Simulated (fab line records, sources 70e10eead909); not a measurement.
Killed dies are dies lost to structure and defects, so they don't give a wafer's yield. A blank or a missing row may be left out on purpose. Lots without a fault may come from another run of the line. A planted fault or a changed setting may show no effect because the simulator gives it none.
Problem report in the 8D (eight disciplines) form, filled by code | flow nand_harc | the parts of the form that need people (team, actions taken, sign-off) are left out

1. THE PROBLEM
raw_defect_count at NHARC_A_CONTACT_INSPECT_10 reads a mean of 530 on 6 wafers of 2 lots; wafers without a fault read 78 with a standard deviation of 32. That is +14 standard deviations from the usual mean.
First seen on wafer L126.2, day 26 06:30, on defect_inspect-02. The record holds 36 wafers of 12 lots with a number at this step. Rule for "out", or "out of limits": more than 4 standard deviations from the usual mean. The other wafers with a number count as sound.

2. WHAT IT IS AND WHAT IT IS NOT
question                    | is                                   | is not
which readings at this step | raw_defect_count                     | -
which lots                  | L126, L129                           | L117, L119, L121, L122, L123, L136, L137, L138, L139, L140
which wafers of those lots  | all that have a number               | -
read on which gauges        | defect_inspect-01, defect_inspect-02 | -
when                        | from day 26 06:30                    | up to then (15 sound wafers); but 15 sound wafers of L136, L137, L138, L139, L140 came after

3. SUSPECTS, AND WHAT RULES EACH OUT
Counting: a tool at a process step up to the reading stays a suspect if it ran every lot that is out and no sound lot after the first of them.
- the gauge at NHARC_A_CONTACT_INSPECT_10: ruled out. The wafers that are out were read on 2 gauges (defect_inspect-01, defect_inspect-02).
- pecvd-02 at NHARC_A_CONTACT_DEP_85 (deposits SiON, target thk 60 nm): ruled out as a lasting fault. Sound lots L137, L138, L139, L140 ran on it after its first lot that is out, L126 (day 26 05:50).
Left after counting: nothing in the record.

4. THE CAUSE (what the simulator had put in)
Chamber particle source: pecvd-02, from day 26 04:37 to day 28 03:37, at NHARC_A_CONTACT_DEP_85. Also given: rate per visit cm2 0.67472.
Counting ruled it out, wrongly: the rule takes a fault to strike every lot that its tool runs from its start on, and this one did not.

5. THE CHAIN OF EFFECTS, in route order
Each row: a reading whose mean over the struck wafers that have a number lies more than 3 standard deviations from the usual. Only readings for which the record gives a usual standard deviation are gone through. hours: the time from each lot's start at the first step in this table that gives one to its start at this step, as a median over the lots. sigmas: the change in usual standard deviations.
hours | step                       | reading          | usual | on struck wafers | change | sigmas
0     | NHARC_A_CONTACT_INSPECT_10 | raw_defect_count | 78    | 530              | +452   | +14
50    | NHARC_END_SORT_01          | killed_at_array  | 52    | 138              | +86    | +5.1
50    | NHARC_END_SORT_01          | killed_dies      | 57    | 141              | +84    | +4.9

6. WHAT WOULD HAVE CAUGHT IT SOONER
In this record the first reading out of limits at a measuring or inspecting step was taken at day 26 06:30, 2 hours after the fault began at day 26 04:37.
Of the tool readings at NHARC_A_CONTACT_DEP_85 for which the record gives a usual standard deviation, none was out on any struck wafer, so an alarm limit of 4 standard deviations on them would not have fired.
